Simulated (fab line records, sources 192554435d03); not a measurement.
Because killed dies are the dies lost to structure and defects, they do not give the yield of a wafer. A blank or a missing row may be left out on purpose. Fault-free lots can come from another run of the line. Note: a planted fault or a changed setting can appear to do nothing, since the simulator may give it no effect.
Matching of chambers + flow n5-finfet + 4 sister chambers for N5_MOL_CONTACT_COAG_STRIP_96 on rie-diel-01
The step strips in N2/H2. 8 wafers are shown with their chamber, then 9 later ones without.

EACH WAFER AND ITS CHAMBER
| wafer  | chamber | showerhead-plenum-p-Torr (Torr) | throttle-valve-pct (%) |
|--------|---------|---------------------------------|------------------------|
| L074.2 | 3       | 3.19                            | 19.53                  |
| L074.6 | 3       | 3.19                            | 19.55                  |
| L076.5 | 1       | 3.43                            | 18.68                  |
| L079.3 | 1       | 3.43                            | 18.72                  |
| L079.6 | 0       | 3.53                            | 18.59                  |
| L082.1 | 2       | 3.43                            | 18.70                  |
| L082.2 | 0       | 3.52                            | 18.61                  |
| L082.5 | 2       | 3.43                            | 18.68                  |

WAFERS WITHOUT THEIR CHAMBER
| wafer  | showerhead-plenum-p-Torr (Torr) | throttle-valve-pct (%) |
|--------|---------------------------------|------------------------|
| L084.4 | 3.42                            | 18.74                  |
| L084.5 | 3.52                            | 18.64                  |
| L084.6 | 3.59                            | 19.16                  |
| L091.2 | 3.58                            | 19.18                  |
| L091.3 | 3.42                            | 18.73                  |
| L091.4 | 3.51                            | 18.65                  |
| L097.1 | 3.41                            | 18.73                  |
| L097.3 | 3.41                            | 18.77                  |
| L097.6 | 3.57                            | 19.19                  |

WHICH CHAMBER EACH ONE RAN IN
| wafer  | from the rows above     | in truth                   |
|--------|-------------------------|----------------------------|
| L084.4 | can't be placed: 1 or 2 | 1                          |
| L084.5 | 0                       | 0                          |
| L084.6 | 0                       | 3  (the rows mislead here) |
| L091.2 | 0                       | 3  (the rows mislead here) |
| L091.3 | can't be placed: 1 or 2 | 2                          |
| L091.4 | 0                       | 0                          |
| L097.1 | can't be placed: 1 or 2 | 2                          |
| L097.3 | can't be placed: 1 or 2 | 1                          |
| L097.6 | 0                       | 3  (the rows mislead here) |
Correct placement for 2 of the 9. From these rows, 4 cannot be placed; in 4 the true chamber is one of the candidates. Placed wrongly: 3.
How it was worked out, from the rows above alone: a wafer's distance from a chamber is the root of the sum, over the readings, of the square of ((its reading less the chamber's mean) divided by the reading's scatter). The wafer belongs to the nearest chamber; if the next one is less than 2 further off, it can't be placed. A chamber's mean is the mean of its shown wafers. The scatter: the root of (the sum of the squares of (reading less its chamber's mean) over the shown wafers, divided by (wafers less chambers)).
